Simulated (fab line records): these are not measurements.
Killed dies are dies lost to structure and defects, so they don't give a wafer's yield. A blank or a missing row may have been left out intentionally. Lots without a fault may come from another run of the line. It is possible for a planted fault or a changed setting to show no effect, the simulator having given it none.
Which tool did it?    flow n5Finfet    12 lots, 36 wafers sampled, at 2 steps of a route of 1938

## WHAT THE GAUGES SHOWED, per wafer
N5_BEOL_M15_INSPECT_30: inspects for defects (macro).
lot   measured      on                rawDefectCount
L075  day 11 17:49  defectInspect-02  2 2 0
L077  day 12 09:34  defectInspect-02  2 1 1
L079  day 12 18:16  defectInspect-01  1 3 2
L080  day 13 12:09  defectInspect-01  1 2 1
L082  day 13 17:46  defectInspect-02  0 1 1
L085  day 14 16:41  defectInspect-01  1 1 0
L086  day 14 21:01  defectInspect-01  1 3 1
L089  day 15 14:20  defectInspect-02  4 3 0
L093  day 16 06:27  defectInspect-02  3 1 2
L092  day 16 11:38  defectInspect-01  7 4 1
L094  day 17 17:26  defectInspect-02  3 4 2
L097  day 18 14:08  defectInspect-02  2 1 5

## TOOL THAT RAN EACH LOT (tool first, then ch and the chambers of the sampled wafers, then the start)
lot   N5_BEOL_M13_ANNEAL_48
L075  rtpAnneal-02 ch 0, day 11 10:02
L077  rtpAnneal-02 ch 0, day 11 23:44
L079  rtpAnneal-01 ch 0, day 12 07:44
L080  rtpAnneal-02 ch 0, day 13 02:49
L082  rtpAnneal-01 ch 0, day 13 09:34
L085  rtpAnneal-02 ch 0, day 14 00:16
L086  rtpAnneal-02 ch 0, day 14 12:55
L089  rtpAnneal-02 ch 0, day 15 06:12
L093  rtpAnneal-02 ch 0, day 15 22:59
L092  rtpAnneal-01 ch 0, day 16 03:10
L094  rtpAnneal-01 ch 0, day 17 09:08
L097  rtpAnneal-02 ch 0, day 17 23:10
- N5_BEOL_M13_ANNEAL_48: time 90 s.

## THE ANSWER, worked out from the rows above alone
Rule: usual is defined by the lots themselves. The widest of any qualifying gaps counts: lots, ordered by their means at a reading, are off when they make up no more than a third of the lots, leave a main group of 4 or more, and stand apart from it by 3 or more times the standard deviation of that group's means. The tables above print the reading to a certain number of digits; a main group whose means all agree to those digits is not used. A lot without any number at a reading at which 4 lots or more have one is off too. Where the step has rows for the other lots, those lots are counted as sound.
Nothing can be told from this: no lot is off at any reading shown.

## WHAT THE SIMULATOR HAD INSERTED
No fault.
